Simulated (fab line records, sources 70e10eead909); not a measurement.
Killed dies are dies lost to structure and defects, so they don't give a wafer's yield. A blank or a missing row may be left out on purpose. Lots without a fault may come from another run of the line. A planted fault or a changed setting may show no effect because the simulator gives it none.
Chamber matching | flow nand_harc | NHARC_A_ZERO_WELL_DESCUM_12 on rie_diel-12: 4 sister chambers
The step chemistry O2, time 3 s. 16 wafers are shown with their chamber, then 8 later ones without.

WAFERS WITH THEIR CHAMBER
wafer  | chamber | showerhead_plenum_p_Torr (Torr) | oes_product_au (a.u.) | throttle_valve_pct (%)
L082.1 | 0       | 1.87                            | 0.992                 | 11.304
L082.2 | 2       | 1.84                            | 0.990                 | 11.325
L082.5 | 0       | 1.86                            | 0.998                 | 11.282
L083.2 | 0       | 1.86                            | 0.992                 | 11.293
L083.3 | 1       | 1.96                            | 0.996                 | 11.318
L083.5 | 1       | 1.96                            | 0.998                 | 11.319
L084.2 | 2       | 1.84                            | 1.001                 | 11.308
L084.4 | 1       | 1.96                            | 0.987                 | 11.301
L084.5 | 0       | 1.86                            | 0.991                 | 11.316
L086.1 | 0       | 1.86                            | 0.992                 | 11.313
L086.3 | 3       | 2.06                            | 1.006                 | 11.314
L086.5 | 1       | 1.96                            | 0.999                 | 11.313
L085.1 | 2       | 1.84                            | 0.997                 | 11.301
L085.2 | 1       | 1.96                            | 0.993                 | 11.300
L085.3 | 0       | 1.86                            | 0.995                 | 11.296
L085.4 | 3       | 2.06                            | 1.006                 | 11.327

SIGNATURES (means of the wafers above)
reading                  | chamber 0 | chamber 1 | chamber 2 | chamber 3 | scatter within a chamber
showerhead_plenum_p_Torr | 1.8617    | 1.9600    | 1.8400    | 2.0600    | 0.00264
oes_product_au           | 0.99333   | 0.99460   | 0.99600   | 1.00600   | 0.00398
throttle_valve_pct       | 11.30067  | 11.31020  | 11.31133  | 11.32050  | 0.0114
Rule: a wafer's distance from a chamber is the root of the sum, over the readings, of the square of ((its reading less the chamber's mean) divided by the reading's scatter). The wafer belongs to the nearest chamber; if the next one is less than 2 further off, it can't be placed. The scatter: the root of (the sum of the squares of (reading less its chamber's mean) over the shown wafers, divided by (wafers less chambers)).

WAFERS WITHOUT THEIR CHAMBER
wafer  | showerhead_plenum_p_Torr (Torr) | oes_product_au (a.u.) | throttle_valve_pct (%)
L085.5 | 1.96                            | 0.989                 | 11.307
L085.6 | 1.86                            | 0.996                 | 11.315
L088.1 | 1.86                            | 0.995                 | 11.309
L088.2 | 1.96                            | 0.988                 | 11.301
L088.4 | 1.84                            | 0.997                 | 11.318
L089.2 | 2.06                            | 1.012                 | 11.314
L089.4 | 1.86                            | 0.993                 | 11.295
L089.5 | 1.84                            | 1.002                 | 11.300

WHICH CHAMBER EACH WENT THROUGH
wafer  | from the rows above | in truth
L085.5 | 1                   | 1
L085.6 | 0                   | 0
L088.1 | 0                   | 0
L088.2 | 1                   | 1
L088.4 | 2                   | 2
L089.2 | 3                   | 3
L089.4 | 0                   | 0
L089.5 | 2                   | 2
Placed correctly: 8 of 8. Can't be placed from these rows: 0. Placed wrongly: 0.
